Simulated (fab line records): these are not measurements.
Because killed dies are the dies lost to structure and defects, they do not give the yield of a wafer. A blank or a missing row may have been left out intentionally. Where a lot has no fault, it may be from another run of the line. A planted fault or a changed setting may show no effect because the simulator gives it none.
fab line records	flow n5Finfet
record: lots: 7	wafers: 21
route steps=1938 shown BEOL_M9@1411 BEOL_M10@1500 BEOL_M11@1566 BEOL_M13@1705 BEOL_M15@1801
startH: hours from the record's first day to the start of the lot's first wafer shown	waitH: hours from the lot's prior step to this one	" the same as in the row above	L1.1+2: one row covering several wafers at once	- value missing, or start not given	* or withheld: withheld	< > ~ a bound
route shown NAME@n: a module of which the file shows steps, and the number in the route of the first	usual: mean and standard deviation over wafers with no fault	same: alike in all rows	chamber/n: place in a boat	sites: readings site by site	_std_site: standard deviation of those values	_edge_site: inner sites' mean taken away from outer sites' mean	radiusMm: for every site, how far away it sits from the centre of the wafer	mask NAME#n: copy n	behind: tool/chamber where the wafer was last shaped	hold: reason for holding the lot/hours on hold/outcome of the hold	device: which transistor (n, p or np) failed to switch	end of line: tests of these same wafers at the route's end	a step given without rows: its recipe and nothing more	killed: count of dies lost to structure and defects at first sort (not the wafer's yield)	map: dies across one wafer; x = killed, . = not, _ = none there
set.NAME: the setting that was run; set.NAME@STEP: the one run at that earlier step	model.NAME: the simulator's own value behind a step, which no gauge read
lots with deliberately changed settings; one table per step, one row per wafer
== steps ==
step: N5_BEOL_M9_EXPOSE_08
recipe: maskId: M9	na: 1.35	sourceShape: dipole	sigmaInner: 0.411	sigmaOuter: 0.611	polarization: te	doseMj: 53.75
lot.wafer	tool	chamber	startH	waitH	mask	set.doseMj
L075.2	arfiScanner-01	0	268.29	-	M9#0	53.75
L075.3+4	"	0	"	"	M9#0	52.74
L080.1+6	arfiScanner-03	0	297.53	-	M9#0	56.35
L080.2	"	0	"	"	M9#0	53.75
L084.1	arfiScanner-03	0	308.68	-	M9#0	52.26
L084.2+6	"	0	"	"	M9#0	53.75
L085.1+3	arfiScanner-02	0	323.77	-	M9#0	53.75
L085.4	"	0	"	"	M9#0	56.36
L088.1+2+3	arfiScanner-01	0	330.20	-	M9#0	53.75
L092.2+6	arfiScanner-01	0	366.85	-	M9#0	49.81
L092.4	"	0	"	"	M9#0	53.75
L091.2+4	arfiScanner-03	0	374.25	-	M9#0	51.5
L091.3	"	0	"	"	M9#0	53.75
step: N5_BEOL_M9_PEB_09
recipe: pebTempC: withheld	pebTimeS: 60	resist: CAR-ArF
step: N5_BEOL_M9_DEVELOP_10
recipe: developTimeS: 30	developer: TMAH	resist: CAR-ArF	rinseLiquid: diw	dry: airSpin	devTempC: 23
step: N5_BEOL_M9_CD_MEAS_11
recipe: targetCdNm: 64.1	landingEnergyEv: 500	detector: seInlens	polarity: opening
usual: cdNm: 64.1/0.45
lot.wafer	tool	chamber	startH	waitH	set.doseMj@BEOL_M9_EXPOSE_08	cdNm
L075.2	cdSem-01	0	268.41	-	53.75	64.3
L075.3	"	0	"	"	52.74	63.5
L075.4	"	0	"	"	52.74	63.7
L080.1	cdSem-01	0	297.65	-	56.35	66.6
L080.2	"	0	"	"	53.75	63.7
L080.6	"	0	"	"	56.35	66.6
L084.1	cdSem-02	0	308.81	-	52.26	62.3
L084.2	"	0	"	"	53.75	63.8
L084.6	"	0	"	"	53.75	64.1
L085.1	cdSem-03	0	323.89	-	53.75	64.5
L085.3	"	0	"	"	53.75	64.7
L085.4	"	0	"	"	56.36	67.5
L088.1	cdSem-01	0	330.32	-	53.75	64.3
L088.2	"	0	"	"	53.75	64.3
L088.3	"	0	"	"	53.75	64.0
L092.2	cdSem-02	0	366.97	-	49.81	60.7
L092.4	"	0	"	"	53.75	64.4
L092.6	"	0	"	"	49.81	60.3
L091.2	cdSem-01	0	374.37	-	51.5	62.1
L091.3	"	0	"	"	53.75	64.1
L091.4	"	0	"	"	51.5	62.2
step: N5_BEOL_M9_DESCUM_16
recipe: chemistry: O2	timeS: 7.9	sourcePowerW: 50	biasPowerW: 20	pressureMtorr: 20	rfFrequencyHz: 2.712e+07	tempC: 40	resist: CAR-ArF	o2FlowSccm: 225
lot.wafer	tool	chamber	startH	waitH	set.spinRpm@BEOL_M9_COAT_05	model.CAR-ArF_of_BEOL_M9_COAT_05.thkNm
L075.2+3	rieDiel-05	0,3	268.71	0.2	1500	83.4
L075.4	"	2	"	"	1560	82
L080.1+6	rieDiel-05	0,3	297.77	0.1	1500	83.4
L080.2	"	2	"	"	1500	83.6
L084.1	rieDiel-05	0	308.91	0.0	1500	83.6
L084.2	"	2	"	"	1409	86.6
L084.6	"	2	"	"	1409	86.8
L085.1	rieDiel-02	3	324.04	0.1	1500	83.2
L085.3+4	"	0,1	"	"	1436	85
L088.1	rieDiel-05	1	332.62	2.2	1500	83.6
L088.2	"	3	"	"	1500	83.4
L088.3	"	2	"	"	1500	83.2
L092.2+4	rieDiel-05	0,2	367.42	0.4	1500	83.6
L092.6	"	0	"	"	1500	83.8
L091.2	rieDiel-05	2	374.57	0.1	1651	79.2
L091.3	"	3	"	"	1651	79.4
L091.4	"	0	"	"	1500	83.6
step: N5_BEOL_M9_ETCH_61
recipe: chemistry: CF4	target: SiARC	targetDepthA: 390	maskMaterial: CAR-ArF	timeS: 65	ionEnergyEv: 80	pressureMtorr: 40	sourceW: 545	biasW: 36	Ar_flow_sccm: 100	cf4FlowSccm: 100	ends: cleared
lot.wafer	tool	chamber	startH	waitH	set.doseMj@BEOL_M9_EXPOSE_08	model.BEOL_M9.cdOffsetNm
L075.2	rieDiel-05	0	268.75	0.0	53.75	0
L075.3	"	3	"	"	52.74	-1
L075.4	"	2	"	"	52.74	-0.8
L080.1	rieDiel-05	0	297.81	0.0	56.35	2.2
L080.2	"	2	"	"	53.75	-0.2
L080.6	"	3	"	"	56.35	2.6
L084.1	rieDiel-05	0	308.94	0.0	52.26	-1.6
L084.2+6	"	2	"	"	53.75	0
L085.1+3	rieDiel-02	3,0	324.07	0.0	53.75	0.2
L085.4	"	1	"	"	56.36	3
L088.1	rieDiel-05	1	332.66	0.0	53.75	0.4
L088.2+3	"	3,2	"	"	53.75	0
L092.2	rieDiel-05	0	367.45	0.0	49.81	-3.4
L092.4	"	2	"	"	53.75	0.6
L092.6	"	0	"	"	49.81	-3.6
L091.2	rieDiel-05	2	374.60	0.0	51.5	-1.6
L091.3	"	3	"	"	53.75	0.2
L091.4	"	0	"	"	51.5	-1.8
step: N5_BEOL_M9_ETCH_62
recipe: chemistry: N2/H2	target: SOC	targetDepthA: 1100	overetchA: 220	maskMaterial: SiARC	tempC: 40	timeS: 165	ionEnergyEv: 200	pressureMtorr: 30	sourceW: 840	biasW: 150	n2FlowSccm: 200	h2FlowSccm: 200
step: N5_BEOL_M9_STRIP_68
recipe: chemistry: N2/H2	tempC: 40	n2FlowSccm: 200	h2FlowSccm: 200	rfFrequencyHz: 6e+07
step: N5_BEOL_M9_HM_OPEN_17
recipe: chemistry: Cl2/BCl3	targetDepthA: 200	overetchA: 60	target: TiN	maskMaterial: SOC	ionEnergyEv: 150	pressureMtorr: 10	icpW: 1000	biasW: 126	Cl2_flow_sccm: 53.25	bcl3FlowSccm: 21.75	Ar_flow_sccm: 25
step: N5_BEOL_M9_STRIP_19
recipe: chemistry: O2	powerW: 400	tempC: 40	pressureMtorr: 30	rfFrequencyHz: 6e+07	biasPowerW: 0	overashFraction: 0.2	o2FlowSccm: 225
step: N5_BEOL_M9_CD_MEAS_18
recipe: pitchNm: 140	targetCdNm: 70
usual: cdNm: 69.9/0.48
lot.wafer	tool	chamber	startH	waitH	set.doseMj@BEOL_M9_EXPOSE_08	cdNm
L075.2	cdSem-03	-	269.47	0.1	53.75	70.0
L075.3	"	-	"	"	52.74	68.8
L075.4	"	-	"	"	52.74	68.8
L080.1	cdSem-02	-	298.22	0.0	56.35	71.6
L080.2	"	-	"	"	53.75	69.8
L080.6	"	-	"	"	56.35	72.1
L084.1	cdSem-01	-	309.46	0.0	52.26	68.1
L084.2	"	-	"	"	53.75	69.9
L084.6	"	-	"	"	53.75	70.1
L085.1	cdSem-02	-	324.50	0.0	53.75	70.4
L085.3	"	-	"	"	53.75	70.3
L085.4	"	-	"	"	56.36	72.9
L088.1	cdSem-02	-	333.21	0.0	53.75	70.6
L088.2	"	-	"	"	53.75	69.8
L088.3	"	-	"	"	53.75	69.8
L092.2	cdSem-02	-	367.87	0.1	49.81	66.5
L092.4	"	-	"	"	53.75	70.7
L092.6	"	-	"	"	49.81	66.2
L091.2	cdSem-02	-	375.02	0.1	51.5	68.1
L091.3	"	-	"	"	53.75	70.2
L091.4	"	-	"	"	51.5	67.8
step: N5_BEOL_M9_COAT_63
recipe: resist: SOC	tempC: 250	timeS: 60	spinRpm: 1500	resistThkNm: 60
step: N5_BEOL_M9_COAT_64
recipe: resist: SiARC	tempC: 220	timeS: 60	spinRpm: 1500	resistThkNm: 12
step: N5_BEOL_M9_PRECLEAN_42
recipe: chemistry: residueRemover	timeS: 60	tempC: 40
step: N5_BEOL_M9_SRD_43
recipe: timeS: 30	tempC: 23	rinseLiquid: diw	dry: ipaMarangoni
step: N5_BEOL_M9_CD_MEAS_35
recipe: targetCdNm: 70	targetCdYNm: 40	polarity: opening
usual: cdNm: 69.9/0.46
lot.wafer	tool	chamber	startH	waitH	set.doseMj@BEOL_M9_EXPOSE_08	cdNm
L075.2	cdSem-03	-	270.62	0.0	53.75	70.1
L075.3	"	-	"	"	52.74	68.8
L075.4	"	-	"	"	52.74	68.9
L080.1	cdSem-02	-	302.80	0.0	56.35	72.1
L080.2	"	-	"	"	53.75	70.0
L080.6	"	-	"	"	56.35	72.4
L084.1	cdSem-01	-	310.67	0.0	52.26	68.0
L084.2	"	-	"	"	53.75	69.8
L084.6	"	-	"	"	53.75	70.3
L085.1	cdSem-02	-	326.19	0.0	53.75	70.1
L085.3	"	-	"	"	53.75	70.3
L085.4	"	-	"	"	56.36	73.3
L088.1	cdSem-02	-	337.24	0.0	53.75	70.6
L088.2	"	-	"	"	53.75	70.0
L088.3	"	-	"	"	53.75	69.7
L092.2	cdSem-02	-	369.30	0.0	49.81	66.4
L092.4	"	-	"	"	53.75	70.1
L092.6	"	-	"	"	49.81	66.4
L091.2	cdSem-01	-	378.93	0.0	51.5	68.3
L091.3	"	-	"	"	53.75	70.1
L091.4	"	-	"	"	51.5	68.4
step: N5_BEOL_M10_PEB_26
recipe: pebTempC: withheld	pebTimeS: 60	resist: CAR-ArF
lot.wafer	tool	chamber	startH	waitH	set.pebTimeS
L075.2+3+4	lithoTrack-01	0	278.53	0.1	60
L080.1+6	lithoTrack-03	0	309.76	0.1	60
L080.2	"	0	"	"	55.2
L084.1+6	lithoTrack-02	0	315.90	0.1	50.84
L084.2	"	0	"	"	60
L085.1+3+4	lithoTrack-02	0	334.90	0.1	60
L088.1+2+3	lithoTrack-03	0	344.50	0.1	60
L092.2+4+6	lithoTrack-01	0	378.27	0.1	72.91
L091.2+4	lithoTrack-03	0	388.55	0.1	60
L091.3	"	0	"	"	49.25
step: N5_BEOL_M10_DEVELOP_27
recipe: developTimeS: 30	developer: TMAH	resist: CAR-ArF	rinseLiquid: diw	dry: airSpin	devTempC: 23
step: N5_BEOL_M10_CD_MEAS_28
recipe: targetCdNm: 70	landingEnergyEv: 500	detector: seInlens	polarity: opening
usual: cdNm: 70.1/0.85
lot.wafer	tool	chamber	startH	waitH	set.pebTimeS@BEOL_M10_PEB_26	cdNm
L075.2	cdSem-03	0	278.59	-	60	68.6
L075.3	"	0	"	"	60	70.0
L075.4	"	0	"	"	60	68.3
L080.1	cdSem-02	0	309.83	-	60	69.5
L080.2	"	0	"	"	55.2	65.8
L080.6	"	0	"	"	60	68.1
L084.1	cdSem-03	0	315.97	-	50.84	62.2
L084.2	"	0	"	"	60	69.5
L084.6	"	0	"	"	50.84	61.2
L085.1	cdSem-01	0	334.97	-	60	70.4
L085.3	"	0	"	"	60	70.0
L085.4	"	0	"	"	60	70.1
L088.1	cdSem-01	0	344.56	-	60	71.6
L088.2	"	0	"	"	60	70.7
L088.3	"	0	"	"	60	70.2
L092.2	cdSem-02	0	378.34	-	72.91	78.9
L092.4	"	0	"	"	72.91	77.9
L092.6	"	0	"	"	72.91	78.2
L091.2	cdSem-03	0	388.62	-	60	71.2
L091.3	"	0	"	"	49.25	61.1
L091.4	"	0	"	"	60	70.5
step: N5_BEOL_M10_VIA_ETCH_34
recipe: chemistry: C4F6/O2	target: SiCOH_lowk	targetDepthA: 1845	maskMaterial: SOC	taperDeg: 4	timeS: 69.2	ionEnergyEv: 250	pressureMtorr: 30	sourceW: 345	biasW: 185	Ar_flow_sccm: 300	C4F6_flow_sccm: 10	O2_flow_sccm: 10
usual: rfVppV: 667/8.2
lot.wafer	tool	chamber	startH	waitH	set.biasW	rfVppV	model.etch.depthNm
L075.2	rieDiel-04	2	278.89	0.0	185	672	182.7
L075.3	"	1	"	"	185	655	183.7
L075.4	"	0	"	"	185	663	185.2
L080.1	rieDiel-04	3	310.83	0.0	185	677	183.3
L080.2	"	0	"	"	185	662	186.6
L080.6	"	3	"	"	185	676	184.1
L084.1	rieDiel-06	1	316.28	0.0	185	680	182.9
L084.2	"	0	"	"	185	652	180.8
L084.6	"	1	"	"	185	679	184.8
L085.1	rieDiel-04	1	335.37	0.0	152.9	564	172
L085.3	"	1	"	"	185	656	181.6
L085.4	"	3	"	"	152.9	581	173.4
L088.1	rieDiel-04	3	344.86	0.0	185	676	182.9
L088.2	"	1	"	"	185	656	181.2
L088.3	"	2	"	"	185	673	187.5
L092.2	rieDiel-04	3	378.64	0.0	154	585	171.8
L092.4	"	1	"	"	185	655	180.5
L092.6	"	0	"	"	185	662	183.5
L091.2	rieDiel-06	2	388.91	0.0	170	628	180.7
L091.3	"	1	"	"	170	635	179.5
L091.4	"	3	"	"	185	660	185.2
step: N5_BEOL_M11_PEB_26
recipe: pebTempC: withheld	pebTimeS: 60	resist: CAR-ArF
lot.wafer	tool	chamber	startH	waitH	set.pebTimeS
L075.2+3+4	lithoTrack-02	0	285.89	0.1	53.11
L080.1	lithoTrack-02	0	318.43	0.1	60
L080.2+6	"	0	"	"	50.59
L084.1+6	lithoTrack-04	0	322.37	0.1	60
L084.2	"	0	"	"	52.24
L085.1	lithoTrack-04	0	342.10	0.1	68.45
L085.3+4	"	0	"	"	60
L088.1+2+3	lithoTrack-04	0	353.19	0.1	60
L092.2+4+6	lithoTrack-04	0	388.54	0.1	60
L091.2+4	lithoTrack-05	0	394.88	0.1	56.12
L091.3	"	0	"	"	60
step: N5_BEOL_M11_DEVELOP_27
recipe: developTimeS: 30	developer: TMAH	resist: CAR-ArF	rinseLiquid: diw	dry: airSpin	devTempC: 23
step: N5_BEOL_M11_CD_MEAS_28
recipe: targetCdNm: 70	landingEnergyEv: 500	detector: seInlens	polarity: opening
usual: cdNm: 69.7/0.81
lot.wafer	tool	chamber	startH	waitH	set.pebTimeS@BEOL_M11_PEB_26	cdNm
L075.2	cdSem-01	0	285.96	-	53.11	63.6
L075.3	"	0	"	"	53.11	64.6
L075.4	"	0	"	"	53.11	64.2
L080.1	cdSem-02	0	318.50	-	60	70.0
L080.2	"	0	"	"	50.59	61.1
L080.6	"	0	"	"	50.59	62.1
L084.1	cdSem-02	0	322.44	-	60	67.8
L084.2	"	0	"	"	52.24	62.1
L084.6	"	0	"	"	60	69.2
L085.1	cdSem-02	0	342.17	-	68.45	74.6
L085.3	"	0	"	"	60	69.1
L085.4	"	0	"	"	60	69.8
L088.1	cdSem-01	0	353.26	-	60	70.0
L088.2	"	0	"	"	60	69.8
L088.3	"	0	"	"	60	69.6
L092.2	cdSem-01	0	388.61	-	60	69.5
L092.4	"	0	"	"	60	70.2
L092.6	"	0	"	"	60	70.0
L091.2	cdSem-01	0	394.95	-	56.12	67.7
L091.3	"	0	"	"	60	70.1
L091.4	"	0	"	"	56.12	67.4
step: N5_BEOL_M11_TRENCH_ETCH_37
recipe: chemistry: C4F6/O2	targetDepthA: 1488.3	target: SiCOH_lowk	timeS: 48	ionEnergyEv: 250	pressureMtorr: 30	sourceW: 345	biasW: 185	Ar_flow_sccm: 300	C4F6_flow_sccm: 10	O2_flow_sccm: 10
usual: rfVppV: 665/5.7
lot.wafer	tool	chamber	startH	waitH	set.sourceW	rfVppV
L075.2	rieDiel-03	1	-	-	398.2	613
L075.3	"	0	"	"	345	667
L075.4	"	3	"	"	398.2	622
L080.1	rieDiel-05	2	-	-	345	667
L080.2	"	0	"	"	345	663
L080.6	"	2	"	"	345	666
L084.1	rieDiel-02	3	-	-	345	652
L084.2	"	1	"	"	387.2	620
L084.6	"	0	"	"	387.2	625
L085.1	rieDiel-02	2	-	-	316.6	695
L085.3	"	3	"	"	345	653
L085.4	"	0	"	"	316.6	694
L088.1	rieDiel-05	1	-	-	345	669
L088.2	"	0	"	"	345	664
L088.3	"	2	"	"	345	666
L092.2	rieDiel-05	1	-	-	345	669
L092.4	"	2	"	"	345	667
L092.6	"	2	"	"	345	666
L091.2	rieDiel-05	2	-	-	304.9	710
L091.3	"	3	"	"	345	670
L091.4	"	0	"	"	345	663
step: N5_BEOL_M13_SPUTTER_43
recipe: material: TaN	targetThkA: 150	tempC: 50	biasV: 168.6	powerW: 15000	chamberPressurePa: 0.12	timeS: 24.19
lot.wafer	tool	chamber	startH	waitH	set.powerW	model.TaN_of_BEOL_M13_SPUTTER_43.thkNm
L075.2	pvdSputter-03	-	309.31	0.0	13800	13.6
L075.3+4	"	-	"	"	15000	14.8
L080.1+6	pvdSputter-02	-	336.47	0.0	13340	13.2
L080.2	"	-	"	"	15000	14.8
L084.1	pvdSputter-02	-	337.27	0.0	15760	15.8
L084.2	"	-	"	"	15000	15
L084.6	"	-	"	"	15760	15.6
L085.1+3	pvdSputter-01	-	357.93	0.0	15000	15.2
L085.4	"	-	"	"	15000	15
L088.1+2+3	pvdSputter-02	-	368.62	0.0	15000	15
L092.2	pvdSputter-02	-	402.97	0.0	13280	13.2
L092.4+6	"	-	"	"	15000	15
L091.2+3	pvdSputter-01	-	406.68	0.0	15000	15.2
L091.4	"	-	"	"	15000	15
step: N5_BEOL_M15_PEB_26
recipe: pebTempC: 130	pebTimeS: 90
lot.wafer	tool	chamber	startH	waitH	set.pebTimeS
L075.2+3	lithoTrack-03	0	317.83	0.0	90
L075.4	"	0	"	"	69.81
L080.1+2+6	lithoTrack-02	0	347.77	0.1	90
L084.1+6	lithoTrack-03	0	349.20	0.1	90
L084.2	"	0	"	"	73.47
L085.1+3+4	lithoTrack-01	0	367.57	0.1	90
L088.1+2+3	lithoTrack-01	0	376.79	0.1	90
L092.2	lithoTrack-01	0	415.86	0.0	108
L092.4+6	"	0	"	"	90
L091.2+3+4	lithoTrack-03	0	417.96	0.0	90
step: N5_BEOL_M15_DEVELOP_27
recipe: developTimeS: 45	rinseLiquid: diw	dry: airSpin	devTempC: 21
step: N5_BEOL_M15_HARDBAKE_32
recipe: tempC: 130	timeS: 120
step: N5_BEOL_M15_CD_MEAS_28
recipe: targetCdNm: 407.6	landingEnergyEv: 500	detector: seInlens
usual: cdNm: 407.8/1.3
lot.wafer	tool	chamber	startH	waitH	set.pebTimeS@BEOL_M15_PEB_26	cdNm
L075.2	cdSem-03	0	317.95	-	90	408.0
L075.3	"	0	"	"	90	409.7
L075.4	"	0	"	"	69.81	397.3
L080.1	cdSem-02	0	347.88	-	90	406.0
L080.2	"	0	"	"	90	404.0
L080.6	"	0	"	"	90	404.0
L084.1	cdSem-01	0	349.32	-	90	407.6
L084.2	"	0	"	"	73.47	399.8
L084.6	"	0	"	"	90	408.2
L085.1	cdSem-02	0	367.69	-	90	406.9
L085.3	"	0	"	"	90	408.3
L085.4	"	0	"	"	90	408.6
L088.1	cdSem-01	0	376.90	-	90	408.2
L088.2	"	0	"	"	90	407.4
L088.3	"	0	"	"	90	407.8
L092.2	cdSem-01	0	415.98	-	108	413.6
L092.4	"	0	"	"	90	407.5
L092.6	"	0	"	"	90	408.0
L091.2	cdSem-01	0	418.08	-	90	408.4
L091.3	"	0	"	"	90	409.7
L091.4	"	0	"	"	90	408.4
step: N5_BEOL_M15_DESCUM_33
recipe: chemistry: O2	timeS: 7.9	sourcePowerW: 50	biasPowerW: 20	pressureMtorr: 20	rfFrequencyHz: 2.712e+07	tempC: 40	o2FlowSccm: 225
lot.wafer	tool	chamber	startH	waitH	set.pebTimeS@BEOL_M15_PEB_26	model.BEOL_M15.cdNm
L075.2	rieDiel-03	3	318.03	0.0	90	407.8
L075.3	"	0	"	"	90	410.2
L075.4	"	2	"	"	69.81	397.4
L080.1	rieDiel-02	2	349.15	1.2	90	406.4
L080.2	"	1	"	"	90	404.4
L080.6	"	2	"	"	90	404
L084.1	rieDiel-02	1	350.99	1.6	90	407.8
L084.2	"	2	"	"	73.47	400
L084.6	"	2	"	"	90	408.4
L085.1	rieDiel-02	0	367.78	0.0	90	406.8
L085.3	"	3	"	"	90	408.6
L085.4	"	2	"	"	90	408.4
L088.1+3	rieDiel-03	3,1	376.99	0.0	90	408
L088.2	"	0	"	"	90	407.6
L092.2	rieDiel-02	1	416.08	0.1	108	413.4
L092.4	"	1	"	"	90	407.6
L092.6	"	2	"	"	90	407.8
L091.2	rieDiel-02	1	418.17	0.0	90	408.2
L091.3	"	0	"	"	90	409.6
L091.4	"	2	"	"	90	408.4
step: N5_BEOL_M15_ETCH_61
recipe: chemistry: N2/H2	target: BARC	targetDepthA: 890	overetchA: 267	timeS: 67.9	ionEnergyEv: 200	pressureMtorr: 30	sourceW: 840	biasW: 150	n2FlowSccm: 200	h2FlowSccm: 200
step: N5_BEOL_M15_TRENCH_ETCH_34
recipe: chemistry: C4F8/O2/Ar	target: SiO2	targetDepthA: 8729.3	heInnerTorr: 15	heOuterTorr: 30	timeS: 199	ionEnergyEv: 800	pressureMtorr: 20	sourceW: 1905	biasW: 2040	Ar_flow_sccm: 400	C4F8_flow_sccm: 16	O2_flow_sccm: 12
lot.wafer	tool	chamber	startH	waitH	set.pebTimeS@BEOL_M15_PEB_26	model.BEOL_M15.cdNm
L075.2	rieDiel-03	3	318.12	0.0	90	400.4
L075.3	"	0	"	"	90	402.6
L075.4	"	2	"	"	69.81	389
L080.1	rieDiel-02	2	349.24	0.0	90	399.6
L080.2	"	1	"	"	90	398.2
L080.6	"	2	"	"	90	398
L084.1	rieDiel-02	1	351.07	0.0	90	401
L084.2	"	2	"	"	73.47	393
L084.6	"	2	"	"	90	401.4
L085.1	rieDiel-02	0	367.87	0.0	90	399.6
L085.3	"	3	"	"	90	400.2
L085.4	"	2	"	"	90	399.8
L088.1	rieDiel-03	3	377.08	0.0	90	399.6
L088.2	"	0	"	"	90	400.8
L088.3	"	1	"	"	90	400.6
L092.2	rieDiel-02	1	416.17	0.0	108	405.6
L092.4	"	1	"	"	90	399.6
L092.6	"	2	"	"	90	400.4
L091.2	rieDiel-02	1	418.25	0.0	90	400.4
L091.3	"	0	"	"	90	401.4
L091.4	"	2	"	"	90	400.6
== key ==
split: step: N5_BEOL_M9_EXPOSE_08	setting: doseMj	stated: 53.75	by: wafer
response: step: N5_BEOL_M9_CD_MEAS_11	reading: cdNm	change: +0.549	per: 1%	r: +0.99
response: step: N5_BEOL_M9_ETCH_61	reading: model.BEOL_M9.cdOffsetNm	change: +0.543	per: 1%	r: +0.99
response: step: N5_BEOL_M9_CD_MEAS_18	reading: cdNm	change: +0.547	per: 1%	r: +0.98
response: step: N5_BEOL_M9_CD_MEAS_35	reading: cdNm	change: +0.527	per: 1%	r: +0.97
split: step: N5_BEOL_M10_PEB_26	setting: pebTimeS	stated: 60	by: wafer
response: step: N5_BEOL_M10_CD_MEAS_28	reading: cdNm	change: +0.516	per: 1%	r: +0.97
split: step: N5_BEOL_M10_VIA_ETCH_34	setting: biasW	stated: 185	by: wafer
response: step: N5_BEOL_M10_VIA_ETCH_34	reading: rfVppV	change: +4.49	per: 1%	r: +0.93
response: step: N5_BEOL_M10_VIA_ETCH_34	reading: model.etch.depthNm	change: +0.567	per: 1%	r: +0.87
split: step: N5_BEOL_M11_PEB_26	setting: pebTimeS	stated: 60	by: wafer
response: step: N5_BEOL_M11_CD_MEAS_28	reading: cdNm	change: +0.466	per: 1%	r: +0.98
split: step: N5_BEOL_M11_TRENCH_ETCH_37	setting: sourceW	stated: 345	by: wafer
response: step: N5_BEOL_M11_TRENCH_ETCH_37	reading: rfVppV	change: -3.35	per: 1%	r: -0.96
split: step: N5_BEOL_M13_SPUTTER_43	setting: powerW	stated: 15000	by: wafer
response: step: N5_BEOL_M13_SPUTTER_43	reading: model.TaN_of_BEOL_M13_SPUTTER_43.thkNm	change: +0.15	per: 1%	r: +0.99
split: step: N5_BEOL_M15_PEB_26	setting: pebTimeS	stated: 90	by: wafer
response: step: N5_BEOL_M15_CD_MEAS_28	reading: cdNm	change: +0.423	per: 1%	r: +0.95
response: step: N5_BEOL_M15_DESCUM_33	reading: model.BEOL_M15.cdNm	change: +0.422	per: 1%	r: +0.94
response: step: N5_BEOL_M15_TRENCH_ETCH_34	reading: model.BEOL_M15.cdNm	change: +0.438	per: 1%	r: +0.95
split outsideThisFile step=N5_BEOL_M9_COAT_05 setting=spinRpm
split outsideThisFile: this setting was split too, and the file shows its column; the key of that split is in another file
